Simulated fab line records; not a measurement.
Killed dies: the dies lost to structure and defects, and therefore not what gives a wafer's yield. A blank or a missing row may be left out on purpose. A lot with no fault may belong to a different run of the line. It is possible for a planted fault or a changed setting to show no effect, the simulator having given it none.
The tool behind it: which one? -- flow n5Finfet -- 66 wafers from 22 lots sampled at 5 of the route's 1938 steps

== WHAT THE GAUGES READ, wafer by wafer ==
N5_BEOL_M5_CD_MEAS_35: target cd 28 nm, target cd y 24 nm. Usual: cdNm 28.0 nm, standard deviation 0.44.
lot,measured,on,cdNm (nm),flag
L074,day 8 05:05,cdSem-03,28.0 28.5 27.3,
L075,day 8 05:51,cdSem-02,27.5 27.4 28.3,
L076,day 8 17:39,cdSem-02,27.5 28.2 27.5,
L078,day 8 21:21,cdSem-01,27.9 27.4 27.9,
L077,day 9 04:03,cdSem-01,28.7 28.1 27.9,
L079,day 9 04:13,cdSem-01,28.3 28.4 28.4,
L080,day 9 08:42,cdSem-03,28.2 28.1 28.3,
L081,day 9 14:10,cdSem-02,27.6 27.6 26.9,
L082,day 10 01:26,cdSem-03,27.4 27.8 28.2,
L084,day 10 11:37,cdSem-01,28.8 28.2 28.3,
L085,day 10 18:53,cdSem-03,27.9 28.6 27.9,
L086,day 10 21:09,cdSem-03,28.2 27.6 27.7,
L087,day 11 09:57,cdSem-01,28.5 28.4 28.3,
L089,day 11 12:17,cdSem-03,27.6 27.8 27.8,
L090,day 12 05:06,cdSem-03,27.7 27.7 28.1,
L091,day 12 07:10,cdSem-01,28.1 28.2 27.7,
L093,day 12 16:44,cdSem-02,28.2 28.4 28.7,
L092,day 12 21:37,cdSem-02,27.3 28.2 28.7,
L095,day 13 03:04,cdSem-01,28.2 28.2 27.4,
L094,day 13 07:24,cdSem-01,27.1 27.8 27.2,
L096,day 13 13:12,cdSem-03,28.5 29.2 28.1,
L097,day 14 03:38,cdSem-03,28.3 28.9 28.4,

== WHICH TOOL RAN EACH LOT (tool, then ch and the chambers of the sampled wafers, then the start) ==
lot,N5_BEOL_M5_STRIP_64,N5_BEOL_M5_ETCH_67,N5_BEOL_M5_ETCH_68,N5_BEOL_M5_TRENCH_ETCH_37
L074,"rieDiel-06 ch 1,3, day 8 01:01","rieDiel-02 ch 0,2, day 8 04:34","rieDiel-02 ch 0,2, day 8 04:35","rieDiel-02 ch 0,2, day 8 05:05 or earlier"
L075,"rieDiel-02 ch 0,1,2, day 8 04:30","rieDiel-02 ch 0,1,2, day 8 05:20","rieDiel-02 ch 0,1,2, day 8 05:23","rieDiel-02 ch 0,1,2, day 8 05:51 or earlier"
L076,"rieDiel-02 ch 2,3, day 8 16:09","rieDiel-02 ch 2,3, day 8 17:02","rieDiel-02 ch 2,3, day 8 17:04","rieDiel-02 ch 2,3, day 8 17:39 or earlier"
L078,"rieDiel-02 ch 1,2,3, day 8 19:44","rieDiel-06 ch 0,1,2, day 8 20:50","rieDiel-06 ch 0,1,2, day 8 20:52","rieDiel-06 ch 0,1,2, day 8 21:21 or earlier"
L077,"rieDiel-02 ch 0,2,3, day 9 01:32","rieDiel-03 ch 1,2, day 9 03:31","rieDiel-03 ch 1,2, day 9 03:33","rieDiel-03 ch 1,2, day 9 04:03 or earlier"
L079,"rieDiel-03 ch 1,2, day 9 01:41","rieDiel-06 ch 1,3, day 9 03:42","rieDiel-06 ch 1,3, day 9 03:44","rieDiel-06 ch 1,3, day 9 04:13 or earlier"
L080,"rieDiel-06 ch 0,1,3, day 9 05:04","rieDiel-06 ch 0,2,3, day 9 08:11","rieDiel-06 ch 0,2,3, day 9 08:12","rieDiel-06 ch 0,2,3, day 9 08:42 or earlier"
L081,"rieDiel-03 ch 2,3, day 9 11:52","rieDiel-03 ch 1,2,3, day 9 13:37","rieDiel-03 ch 1,2,3, day 9 13:39","rieDiel-03 ch 1,2,3, day 9 14:10 or earlier"
L082,"rieDiel-02 ch 0,2,3, day 9 23:20","rieDiel-02 ch 0,2,3, day 10 00:55","rieDiel-02 ch 0,2,3, day 10 00:57","rieDiel-02 ch 0,2,3, day 10 01:26 or earlier"
L084,"rieDiel-02 ch 0,2,3, day 10 09:07","rieDiel-02 ch 0,1, day 10 11:06","rieDiel-02 ch 0,1, day 10 11:08","rieDiel-02 ch 0,1, day 10 11:37 or earlier"
L085,"rieDiel-02 ch 0,1, day 10 15:53","rieDiel-02 ch 0,2,3, day 10 18:22","rieDiel-02 ch 0,2,3, day 10 18:24","rieDiel-02 ch 0,2,3, day 10 18:53 or earlier"
L086,"rieDiel-02 ch 1,3, day 10 18:55","rieDiel-02 ch 0,1,3, day 10 20:38","rieDiel-02 ch 0,1,3, day 10 20:40","rieDiel-02 ch 0,1,3, day 10 21:09 or earlier"
L087,"rieDiel-06 ch 0,3, day 11 08:38","rieDiel-03 ch 1,3, day 11 09:25","rieDiel-03 ch 1,3, day 11 09:27","rieDiel-03 ch 1,3, day 11 09:57 or earlier"
L089,"rieDiel-06 ch 0,1,3, day 11 10:57","rieDiel-03 ch 1,2,3, day 11 11:45","rieDiel-03 ch 1,2,3, day 11 11:47","rieDiel-03 ch 1,2,3, day 11 12:17 or earlier"
L090,"rieDiel-02 ch 1,2,3, day 12 02:08","rieDiel-02 ch 0,1, day 12 04:35","rieDiel-02 ch 0,1, day 12 04:37","rieDiel-02 ch 0,1, day 12 05:06 or earlier"
L091,"rieDiel-06 ch 0,1,3, day 12 05:56","rieDiel-02 ch 1,2, day 12 06:38","rieDiel-02 ch 1,2, day 12 06:40","rieDiel-02 ch 1,2, day 12 07:10 or earlier"
L093,"rieDiel-03 ch 0,1,2, day 12 15:14","rieDiel-03 ch 1,2,3, day 12 16:13","rieDiel-03 ch 1,2,3, day 12 16:15","rieDiel-03 ch 1,2,3, day 12 16:44 or earlier"
L092,"rieDiel-02 ch 0,2, day 12 19:53","rieDiel-03 ch 0,1,3, day 12 21:06","rieDiel-03 ch 0,1,3, day 12 21:08","rieDiel-03 ch 0,1,3, day 12 21:37 or earlier"
L095,"rieDiel-02 ch 0,2, day 13 00:56","rieDiel-03 ch 0,1,3, day 13 02:32","rieDiel-03 ch 0,1,3, day 13 02:34","rieDiel-03 ch 0,1,3, day 13 03:04 or earlier"
L094,"rieDiel-06 ch 1,2, day 13 04:23","rieDiel-03 ch 2,3, day 13 06:52","rieDiel-03 ch 2,3, day 13 06:53","rieDiel-03 ch 2,3, day 13 07:24 or earlier"
L096,"rieDiel-03 ch 1,2,3, day 13 10:47","rieDiel-02 ch 0,1,2, day 13 12:41","rieDiel-02 ch 0,1,2, day 13 12:44","rieDiel-02 ch 0,1,2, day 13 13:12 or earlier"
L097,"rieDiel-03 ch 0,2,3, day 14 02:10","rieDiel-06 ch 2,3, day 14 03:07","rieDiel-06 ch 2,3, day 14 03:08","rieDiel-06 ch 2,3, day 14 03:38 or earlier"
- N5_BEOL_M5_STRIP_64: strips in CF4.
- N5_BEOL_M5_ETCH_67: etches SiARC in CF4, target depth 15.6 nm, time 26 s.
- N5_BEOL_M5_ETCH_68: etches SOC in N2/H2, target depth 80 nm, overetch 16 nm, time 120 s.
- N5_BEOL_M5_TRENCH_ETCH_37: etches SiCOH lowk in C4F6/O2, target depth 71.652 nm, time 24.7 s.

== AS READ BY THE TOOLS THEMSELVES (means over the sampled wafers that have a number; for cases with no such wafer, the mark the record gives instead) ==
N5_BEOL_M5_STRIP_64. Usual: drypumpMotorCurrentA 5.6 A, standard deviation 0.47; oesProductAu 0.79 a.u., standard deviation 0.089; rfVppV 270.7 V, standard deviation 1.7; showerheadPlenumPTorr 1.78 Torr, standard deviation 0.073; throttleValvePct 13.6 %, standard deviation 0.3.
lot,tool,drypumpMotorCurrentA (A),oesProductAu (a.u.),rfVppV (V),showerheadPlenumPTorr (Torr),throttleValvePct (%),flag
L074,rieDiel-06,5.2,0.80,273.1,1.87,13.5,
L075,rieDiel-02,5.6,0.76,269.9,1.73,13.8,
L076,rieDiel-02,5.7,0.88,270.2,1.77,13.4,
L078,rieDiel-02,5.7,0.83,271.8,1.78,13.5,
L077,rieDiel-02,5.8,0.85,270.2,1.74,13.5,
L079,rieDiel-03,5.1,0.86,271.3,1.84,13.4,
L080,rieDiel-06,5.5,0.77,270.7,1.80,13.8,
L081,rieDiel-03,6.0,0.74,269.2,1.72,13.7,
L082,rieDiel-02,5.8,0.84,270.6,1.74,13.5,
L084,rieDiel-02,5.8,0.83,270.0,1.74,13.5,
L085,rieDiel-02,5.5,0.70,269.2,1.73,14.1,
L086,rieDiel-02,5.7,0.76,270.8,1.78,13.8,
L087,rieDiel-06,5.2,0.76,270.6,1.77,13.8,
L089,rieDiel-06,5.4,0.75,271.3,1.80,13.8,
L090,rieDiel-02,5.7,0.89,270.9,1.77,13.4,
L091,rieDiel-06,5.5,0.75,270.3,1.80,13.8,
L093,rieDiel-03,5.4,0.76,271.9,1.82,13.5,
L092,rieDiel-02,5.7,0.74,269.0,1.69,13.9,
L095,rieDiel-02,5.7,0.74,268.3,1.69,13.9,
L094,rieDiel-06,5.0,0.90,271.1,1.81,13.5,
L096,rieDiel-03,5.6,0.84,272.4,1.84,13.4,
L097,rieDiel-03,5.9,0.80,272.2,1.83,13.5,

N5_BEOL_M5_ETCH_67. Usual: drypumpMotorCurrentA 5.6 A, standard deviation 0.5; etchRfOnTimeS 26.6 s, standard deviation 0.6; oesProductAu 0.68 a.u., standard deviation 0.077; rfVppV 183.8 V, standard deviation 1.5; showerheadPlenumPTorr 2.12 Torr, standard deviation 0.092; throttleValvePct 15.67 %, standard deviation 0.26.
lot,tool,drypumpMotorCurrentA (A),etchRfOnTimeS (s),oesProductAu (a.u.),rfVppV (V),showerheadPlenumPTorr (Torr),throttleValvePct (%),flag
L074,rieDiel-02,5.7,26.5,0.69,182.8,2.05,15.66,
L075,rieDiel-02,5.6,26.8,0.64,182.9,2.06,15.83,
L076,rieDiel-02,5.8,26.6,0.75,183.2,2.11,15.44,
L078,rieDiel-06,5.5,26.2,0.63,184.2,2.14,15.89,
L077,rieDiel-03,5.1,26.4,0.74,184.2,2.21,15.40,
L079,rieDiel-06,4.9,25.2,0.70,184.6,2.18,15.59,
L080,rieDiel-06,5.2,26.2,0.63,183.5,2.10,15.92,
L081,rieDiel-03,5.6,26.5,0.68,183.8,2.12,15.56,
L082,rieDiel-02,5.8,27.0,0.70,183.1,2.09,15.60,
L084,rieDiel-02,5.6,26.6,0.61,181.4,2.03,16.01,
L085,rieDiel-02,5.8,26.8,0.70,183.1,2.09,15.61,
L086,rieDiel-02,5.7,26.9,0.66,184.0,2.10,15.79,
L087,rieDiel-03,6.0,26.7,0.62,183.2,2.10,15.64,
L089,rieDiel-03,5.6,26.6,0.66,183.7,2.12,15.60,
L090,rieDiel-02,5.5,27.0,0.74,182.5,2.07,15.72,
L091,rieDiel-02,5.6,26.5,0.73,183.7,2.08,15.58,
L093,rieDiel-03,5.6,26.8,0.74,184.5,2.20,15.44,
L092,rieDiel-03,5.8,26.1,0.71,184.8,2.25,15.45,
L095,rieDiel-03,5.8,26.3,0.70,185.7,2.25,15.46,
L094,rieDiel-03,6.1,26.5,0.77,185.4,2.21,15.41,
L096,rieDiel-02,5.6,26.9,0.68,183.6,2.05,15.74,
L097,rieDiel-06,4.7,26.8,0.76,183.7,2.12,15.57,

N5_BEOL_M5_ETCH_68. Usual: drypumpMotorCurrentA is 5.6 A with standard deviation 0.49, h2FlowSccm is 200.0 sccm with standard deviation 0.54, oesProductAu is 0.62 a.u. with standard deviation 0.069, rfVppV is 523 V with standard deviation 3.3, showerheadPlenumPTorr is 2.52 Torr with standard deviation 0.11, tempC is 39.99 C with standard deviation 0.099, and throttleValvePct is 17.84 % with standard deviation 0.28.
lot,tool,drypumpMotorCurrentA (A),h2FlowSccm (sccm),oesProductAu (a.u.),rfVppV (V),showerheadPlenumPTorr (Torr),tempC (C),throttleValvePct (%),flag
L074,rieDiel-02,5.7,200.1,0.63,521,2.42,40.04,17.91,
L075,rieDiel-02,5.6,200.3,0.58,521,2.43,39.95,18.06,
L076,rieDiel-02,5.8,199.3,0.68,522,2.51,40.04,17.65,
L078,rieDiel-06,5.5,200.3,0.57,524,2.52,40.00,17.99,
L077,rieDiel-03,5.1,200.0,0.66,526,2.63,40.02,17.65,
L079,rieDiel-06,5.0,199.9,0.62,525,2.58,39.95,17.65,
L080,rieDiel-06,5.3,200.2,0.57,522,2.49,40.04,18.10,
L081,rieDiel-03,5.6,200.1,0.61,523,2.53,39.89,17.74,
L082,rieDiel-02,5.8,199.9,0.64,521,2.48,40.01,17.84,
L084,rieDiel-02,5.6,200.0,0.55,520,2.40,40.08,18.24,
L085,rieDiel-02,5.8,200.2,0.64,522,2.47,39.95,17.85,
L086,rieDiel-02,5.7,199.8,0.60,522,2.48,39.93,18.00,
L087,rieDiel-03,6.0,199.3,0.57,522,2.49,39.80,17.78,
L089,rieDiel-03,5.6,200.2,0.60,523,2.52,40.09,17.77,
L090,rieDiel-02,5.6,199.8,0.67,521,2.44,40.03,17.91,
L091,rieDiel-02,5.6,200.4,0.65,521,2.45,39.94,17.76,
L093,rieDiel-03,5.6,199.3,0.67,527,2.62,40.06,17.61,
L092,rieDiel-03,5.8,199.7,0.64,527,2.68,40.02,17.59,
L095,rieDiel-03,5.8,200.3,0.63,528,2.68,39.89,17.59,
L094,rieDiel-03,6.1,200.1,0.69,526,2.63,39.95,17.53,
L096,rieDiel-02,5.6,200.1,0.62,521,2.42,40.07,17.95,
L097,rieDiel-06,4.7,199.5,0.68,524,2.51,40.08,17.75,

N5_BEOL_M5_TRENCH_ETCH_37. Usual: drypumpMotorCurrentA 5.6 A, standard deviation 0.5; oesProductAu 0.80 a.u., standard deviation 0.093; rfVppV 654 V, standard deviation 14; showerheadPlenumPTorr 2.82 Torr, standard deviation 0.12; throttleValvePct 20.99 %, standard deviation 0.25.
lot,tool,drypumpMotorCurrentA (A),oesProductAu (a.u.),rfVppV (V),showerheadPlenumPTorr (Torr),throttleValvePct (%),flag
L074,rieDiel-02,5.6,0.81,651,2.72,21.00,
L075,rieDiel-02,5.6,0.76,649,2.74,21.19,
L076,rieDiel-02,5.8,0.88,656,2.83,20.87,
L078,rieDiel-06,5.5,0.73,658,2.84,21.18,
L077,rieDiel-03,5.1,0.87,653,2.94,20.77,
L079,rieDiel-06,5.0,0.82,652,2.89,20.82,
L080,rieDiel-06,5.2,0.73,660,2.79,21.16,
L081,rieDiel-03,5.6,0.80,649,2.82,20.83,
L082,rieDiel-02,5.8,0.82,662,2.79,21.01,
L084,rieDiel-02,5.6,0.71,657,2.70,21.32,
L085,rieDiel-02,5.8,0.83,664,2.78,21.01,
L086,rieDiel-02,5.7,0.78,661,2.80,21.20,
L087,rieDiel-03,6.0,0.72,639,2.78,20.81,
L089,rieDiel-03,5.6,0.78,649,2.81,20.86,
L090,rieDiel-02,5.6,0.86,647,2.75,21.10,
L091,rieDiel-02,5.6,0.84,642,2.77,20.96,
L093,rieDiel-03,5.6,0.88,652,2.92,20.74,
L092,rieDiel-03,5.8,0.83,647,2.98,20.68,
L095,rieDiel-03,5.8,0.82,647,2.98,20.68,
L094,rieDiel-03,6.1,0.90,652,2.91,20.65,
L096,rieDiel-02,5.6,0.80,649,2.72,21.09,
L097,rieDiel-06,4.7,0.89,651,2.81,20.90,

== THE ANSWER, worked out from the rows above alone ==
Rule: lot off if the mean of its wafers having a number is beyond 3 standard deviations from the usual mean. A lot without any number at a reading at which 4 lots or more have one is off too. Any other lot the step has rows for is counted as sound. After the gauges, taken in route order, come the tools' own readings; for these a lot's mean is taken, as printed above. At the first step where some lot is off, the reading lying furthest off is the one used; lots without a number count as furthest.
No lot is off at any reading shown: from this, nothing can be told.

== WHAT THE SIMULATOR PUT IN ==
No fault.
